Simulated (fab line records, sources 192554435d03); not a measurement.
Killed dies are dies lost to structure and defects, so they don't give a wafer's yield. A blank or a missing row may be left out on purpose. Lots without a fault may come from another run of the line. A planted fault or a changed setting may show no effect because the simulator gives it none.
Split-lot experiment | flow n5_finfet | 7 lots, 21 wafers read, on a route of 1938 steps

THE SPLIT
At N5_BEOL_M0_ETCH_138 (etches SiCN in CH3F/O2, target depth 12 nm, time 31.6 s), the setting bias_w was moved away from the recipe's 75 W on 9 of the 21 wafers read, by -17.2% to +8.5%. The other wafers ran this setting at the recipe's value.

The reading is taken at the split's own step.

THE READING
rf_vpp_V, in V, at N5_BEOL_M0_ETCH_138 (etches SiCN in CH3F/O2, target depth 12 nm, time 31.6 s). Fault-free wafers of this fab line usually give 297.8 V, standard deviation 1.3 V.

wafer  | tool, chamber at the split | bias_w as run, W | against the recipe | rf_vpp_V, V | against lot-mates on the recipe
L074.3 | rie_diel-06, 3             | 75               | recipe             | 297.8       | -
L074.4 | rie_diel-06, 2             | 71.39            | -4.8%              | 289.1       | -8.7
L074.6 | rie_diel-06, 2             | 71.39            | -4.8%              | 288.6       | -9.2
L075.2 | rie_diel-02, 3             | 62.11            | -17.2%             | 264.3       | -34.6
L075.3 | rie_diel-02, 0             | 75               | recipe             | 299.6       | -
L075.5 | rie_diel-02, 3             | 75               | recipe             | 298.1       | -
L086.2 | rie_diel-02, 1             | 75               | recipe             | 296.5       | -
L086.5 | rie_diel-02, 1             | 75               | recipe             | 297.6       | -
L086.6 | rie_diel-02, 2             | 64.29            | -14.3%             | 271.5       | -25.6
L088.1 | rie_diel-05, 3             | 75               | recipe             | 300.3       | -
L088.3 | rie_diel-05, 0             | 79.14            | +5.5%              | 307.2       | +8.3
L088.5 | rie_diel-05, 0             | 75               | recipe             | 297.4       | -
L089.1 | rie_diel-05, 2             | 79.96            | +6.6%              | 310.5       | +13.7
L089.3 | rie_diel-05, 3             | 79.96            | +6.6%              | 312.3       | +15.5
L089.4 | rie_diel-05, 1             | 75               | recipe             | 296.8       | -
L092.1 | rie_diel-02, 0             | 75               | recipe             | 300.7       | -
L092.4 | rie_diel-02, 3             | 75               | recipe             | 298.4       | -
L092.6 | rie_diel-02, 0             | 75               | recipe             | 298.8       | -
L097.1 | rie_diel-05, 2             | 81.4             | +8.5%              | 315.9       | +18.0
L097.3 | rie_diel-05, 1             | 75               | recipe             | 297.9       | -
L097.4 | rie_diel-05, 0             | 81.4             | +8.5%              | 312.3       | +14.4

THE FIT
A straight line over all 21 wafers: rf_vpp_V changes by +1.91 V for each +1% of bias_w; r = +0.99; the points scatter about the line by 1.3 V.
The same after taking each lot's own level away (the mean of its wafers on the recipe; 21 wafers): +1.93 V for each +1%; r = +0.99; scatter 1.4 V.
On that fit, the largest move of bias_w shifts the reading by 33 V.
The lots' own levels span 296.80 to 299.30 V, that is 1.9 times the standard deviation above.
So the lot-to-lot level changes the slope little: the two slopes agree.
Check: with one of the wafers moved furthest among these (-17.2%) left out of the fit, the line predicts -32 V for it against its lot-mates. It came out at -34.6 V against them.
Tool readings at the split's step, against how far the setting was moved: rf_vpp_V r = +0.99.

OTHER SPLITS ON THESE WAFERS
These wafers also went through other splits before the reading. Each is held against what the fit with the lots' levels taken away leaves over:
other split on the same wafers               | wafers away from the commonest value | r with rf_vpp_V (lot level and that fit taken away)
N5_GATE_CUT_COAT_27 spin_rpm                 | 8                                    | -0.11
N5_MOL_CONTACT_COAG_CONTACT_ETCH_14 source_w | 4                                    | +0.43
N5_MOL_CONTACT_COAG_EXPOSE_37 dose_mj        | 7                                    | -0.10
N5_MOL_CONTACT_COAG_ETCH_67 source_w         | 11                                   | +0.01
N5_BEOL_M0_SAQP_ILD_DEP_01 time_s            | 8                                    | -0.14
N5_BEOL_M0_SAQP_PECVD_04 time_s              | 6                                    | +0.43

THE FILE'S OWN FIT
rf_vpp_V changes by +1.92 V for each +1% of bias_w, r = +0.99.
